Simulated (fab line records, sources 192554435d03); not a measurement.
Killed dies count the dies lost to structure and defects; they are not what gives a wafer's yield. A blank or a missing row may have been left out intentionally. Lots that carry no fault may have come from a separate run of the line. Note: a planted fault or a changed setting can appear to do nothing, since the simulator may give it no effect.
Struck lot and sound lot, side by side / flow n5_finfet / 38 steps out of a route of 1938
Sound: wafers L357.2, L357.4, L357.5. Struck: wafer L366.6 (L366.2, L366.5, from the same lot, were not struck and are left out); the cause is given at the end.
Per side, at each step with rows, come the tool, then ch with its chambers, and then its first start. Under that, the readings that differ: sound wafers / struck wafers / difference of the means / sigmas: that difference in standard deviations of wafers without a fault.
alike: a reading whose means differ by less than 2 such deviations, as well as words and numbers matching on both sides. not compared: withheld readings; readings where some wafer has no value; bounds like >300 that might hide an equal value; numbers whose values overlap and for which the record gives no deviation.
The two part at a step that has a row with sigmas, a row that says differs or no value, or rows on one side only. Non-overlapping numbers with no deviation appear without sigmas and do not part them. Lack of a reading on every wafer of one side parts them only where that side has two or more wafers.

first, 11 steps without rows for these wafers: N5_STI_FIN_REVEAL_DENSIFY_30; N5_STI_FIN_REVEAL_ETCHBACK_08 (etches SiO2 in C4F6/O2, target depth 30.5 nm, time 10.167 s); N5_STI_FIN_REVEAL_STRIP_24 (strips in N2/H2, time 90 s); N5_STI_FIN_REVEAL_PRECLEAN_25 (cleans in SPM, time 90 s); N5_STI_FIN_REVEAL_PRECLEAN_26 (cleans in SC1, time 45 s); N5_STI_FIN_REVEAL_PRECLEAN_29 (cleans in DHF, time 30 s); N5_STI_FIN_REVEAL_SRD_12 (time 30 s); N5_STI_FIN_REVEAL_RECESS_09 (chemistry HF/NH3, target SiO2, afs cycles 11, target depth 42.5 nm, sublimation time 60 s); N5_STI_FIN_REVEAL_STRIP_16 (strips SiNx in H3PO4, target depth 23.8 nm); N5_STI_FIN_REVEAL_PRECLEAN_17 (cleans in NF3:NH3, afs cycles 1, time 20 s, sublimation time 60 s); N5_STI_FIN_REVEAL_ETCH_34 (etches Si in H2, material Si, target depth 0.97 nm).
N5_STI_FIN_REVEAL_OXIDATION_31: chemistry O2 PLASMA REMOTE, time 20 s.
  sound on plasma_asher-01 ch 0,1, day 3 07:11; struck on plasma_asher-01 ch 1, day 5 15:08
  alike: chamber_pressure_mTorr, drypump_motor_current_A, heater_power_w
  not compared: rf_hours_counter_h
then, 25 steps without rows for these wafers: N5_STI_FIN_REVEAL_PRECLEAN_32 (cleans in NF3:NH3, afs cycles 1, time 20 s, sublimation time 60 s); N5_STI_FIN_REVEAL_STRIP_35 (strips Si3N4 in H3PO4, target depth 4 nm, time 39 s); N5_STI_FIN_REVEAL_SRD_21 (time 30 s); N5_STI_FIN_REVEAL_OXIDATION_33 (chemistry O2 PLASMA REMOTE, time 20 s); N5_STI_FIN_REVEAL_CLEAN_19 (cleans in O3/DIW, time 120 s); N5_STI_FIN_REVEAL_SRD_23 (time 30 s); N5_STI_FIN_REVEAL_PRECLEAN_18 (cleans in SC2, time 45 s); N5_STI_FIN_REVEAL_SRD_28 (time 30 s); N5_DUMMY_GATE_PRECLEAN_00 (cleans in O3/DIW, time 60 s); N5_DUMMY_GATE_SRD_01 (time 30 s); N5_DUMMY_GATE_ALD_02 (deposits SiO2, target thk 2 nm, pulse time 1 s); N5_DUMMY_GATE_CVD_03 (deposits a-Si from SiH4, target thk 150 nm, time 8042 s); N5_DUMMY_GATE_PRECLEAN_46 (cleans in DIW, time 89.5 s); N5_DUMMY_GATE_SRD_47 (dry time 32 s); N5_DUMMY_GATE_CMP_04 (polishes a-Si); N5_DUMMY_GATE_HM_DEP_06 (deposits SiNx from DCS/NH3, target thk 80 nm, time 5141 s); N5_DUMMY_GATE_PECVD_30 (deposits SiO2 from TEOS/O2, target thk 55 nm, time 10.8 s); N5_DUMMY_GATE_COAT_34 (time 60 s, resist thk 60 nm); N5_DUMMY_GATE_COAT_35 (time 60 s, resist thk 10 nm); N5_DUMMY_GATE_COAT_28 (time 60 s, resist thk 10 nm); N5_DUMMY_GATE_COAT_09 (resist thk 30 nm); N5_DUMMY_GATE_EBR_11; N5_DUMMY_GATE_SOFTBAKE_10 (time 60 s); N5_DUMMY_GATE_EXPOSE_12 (exposes mask GATE, target cd 25 nm); N5_DUMMY_GATE_PEB_13 (peb time 60 s).
-- here the record skips 6 days between the struck wafers' starts before and after, leaving off in module DUMMY_GATE and picking up in module BEOL_M4 (first step shown: number 1111 of the route) --
N5_BEOL_M4_RC_MEAS_101:
  sound on prober-01 ch 0, day 9 03:20; struck on prober-01 ch 0, day 11 13:02
reading=IOFF_N (nA/um); sound=0.196 0.153 0.122; struck=0.221; difference=+0.064; sigmas=+2
reading=IOFF_N_85C (nA/um); sound=3.6 3.0 2.4; struck=4.1; difference=+1.1; sigmas=+3
reading=IOFF_N_LIN (nA/um); sound=0.089 0.070 0.060; struck=0.106; difference=+0.033; sigmas=+3
reading=IOFF_N_LONG (nA/um); sound=5.34e-05 5.26e-05 5.45e-05; struck=6.88e-05; difference=+1.53e-05; sigmas=+6
reading=IOFF_P_LIN (nA/um); sound=0.119 0.105 0.087; struck=0.134; difference=+0.030; sigmas=+3
reading=VT_N (mV); sound=247 251 251; struck=242; difference=-8; sigmas=-3
  alike: DIBL_N, DIBL_P, IOFF_P, ION_N, ION_P, SS_N, SS_P, VT_P

WHERE THEY PART
N5_BEOL_M4_RC_MEAS_101 only, going by this record.

WHY: what the simulator had put in
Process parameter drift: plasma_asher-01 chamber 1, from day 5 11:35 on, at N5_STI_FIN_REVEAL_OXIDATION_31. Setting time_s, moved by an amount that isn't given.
